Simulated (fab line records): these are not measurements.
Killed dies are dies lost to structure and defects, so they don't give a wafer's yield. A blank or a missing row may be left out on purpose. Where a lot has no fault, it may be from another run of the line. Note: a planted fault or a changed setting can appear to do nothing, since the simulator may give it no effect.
Split-lot experiment + flow n5Finfet + on a route of 1938 steps: 7 lots, 21 wafers read

## SPLIT DETAILS
At N5_BEOL_M14_DEP_53 (deposits SiCN from 3MS/NH3, target thk 50 nm, time 17.8 s), the setting timeS was moved away from the recipe's 17.8 s on 6 of the 21 wafers read, by +4.0% to +8.1%. The other wafers ran this setting at the recipe's value.

The split's own step is where the reading is taken.

## THE READING
SiCN_of_BEOL_M14_DEP_53.thkNm (the simulator's own value, which no gauge read), in nm, at N5_BEOL_M14_DEP_53 (deposits SiCN from 3MS/NH3, target thk 50 nm, time 17.8 s). No usual value for it is given in the file. Average 49.6 nm, standard deviation 0.75 nm, over the 15 wafers here run with the recipe.

| wafer  | tool, chamber at the split | timeS as run, s | against the recipe | SiCN_of_BEOL_M14_DEP_53.thkNm, nm | against lot-mates on the recipe |
|--------|----------------------------|-----------------|--------------------|-----------------------------------|---------------------------------|
| L077.2 | pecvd-01, 0                | 17.8            | recipe             | 48.6                              | -                               |
| L077.4 | pecvd-01, 0                | 17.8            | recipe             | 49                                | -                               |
| L077.6 | pecvd-01, 1                | 17.8            | recipe             | 49.8                              | -                               |
| L079.4 | pecvd-01, 0                | 17.8            | recipe             | 49.6                              | -                               |
| L079.5 | pecvd-01, 2                | 18.52           | +4.0%              | 51.8                              | +2.2                            |
| L079.6 | pecvd-01, 1                | 18.52           | +4.0%              | 51.6                              | +2.0                            |
| L074.3 | pecvd-01, 1                | 17.8            | recipe             | 49                                | -                               |
| L074.4 | pecvd-01, 2                | 17.8            | recipe             | 50                                | -                               |
| L074.6 | pecvd-01, 1                | 17.8            | recipe             | 49.8                              | -                               |
| L082.1 | pecvd-04, 2                | 18.74           | +5.3%              | 52                                | +1.6                            |
| L082.5 | pecvd-04, 0                | 17.8            | recipe             | 50.4                              | -                               |
| L082.6 | pecvd-04, 1                | 18.74           | +5.3%              | 52.4                              | +2.0                            |
| L085.3 | pecvd-03, 1,0              | 17.8            | recipe             | 50.4                              | -                               |
| L085.6 | pecvd-03, 1,0              | 17.8            | recipe             | 50.4                              | -                               |
| L085.4 | pecvd-03, 1                | 17.8            | recipe             | 50.6                              | -                               |
| L087.4 | pecvd-03, 2                | 19.25           | +8.1%              | 55.6                              | +5.0                            |
| L087.5 | pecvd-03, 0                | 19.25           | +8.1%              | 54.2                              | +3.6                            |
| L087.6 | pecvd-03, 1                | 17.8            | recipe             | 50.6                              | -                               |
| L092.1 | pecvd-01, 1                | 17.8            | recipe             | 48.2                              | -                               |
| L092.4 | pecvd-01, 0                | 17.8            | recipe             | 49                                | -                               |
| L092.5 | pecvd-01, 1                | 17.8            | recipe             | 49.2                              | -                               |
Where a row lists several chambers, the file gives one row for several wafers and doesn't say which wafer went through which chamber.

FIT RESULTS
A straight line over all 21 wafers: SiCN_of_BEOL_M14_DEP_53.thkNm changes by +0.592 nm for each +1% of timeS; r = +0.92; the points scatter about the line by 0.75 nm.
The same after taking each lot's own level away (the mean of its wafers on the recipe; 21 wafers): +0.483 nm for each +1%; r = +0.95; scatter 0.48 nm.
According to that fit, moving timeS by its largest amount changes the reading by 3.9 nm.
The lots' own levels span 48.80 to 50.60 nm, that is 2.4 times the standard deviation above.
So the lot-to-lot level changes the slope: the two fits differ.
Check: +3.43 nm against its lot-mates is what the line predicts for one of the wafers moved furthest among these (+8.1%) when that wafer is left out of the fit. It came out at +5 nm against them.

## FURTHER SPLITS ON THESE WAFERS
Before the reading, these wafers also passed through other splits. Each is held against what the fit with the lots' levels taken away leaves over:
| other split on the same wafers | wafers away from the commonest value | r with SiCN_of_BEOL_M14_DEP_53.thkNm (lot level and that fit taken away) |
|--------------------------------|--------------------------------------|--------------------------------------------------------------------------|
| N5_BEOL_M13_EXPOSE_07 doseMj   | 8                                    | -0.16                                                                    |
| N5_BEOL_M14_ILD_DEP_00 timeS   | 10                                   | +0.29                                                                    |
| N5_BEOL_M14_COAT_58 spinRpm    | 9                                    | -0.26                                                                    |

## FILE'S OWN FIT
SiCN_of_BEOL_M14_DEP_53.thkNm changes by +0.479 nm for each +1% of timeS, r = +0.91.
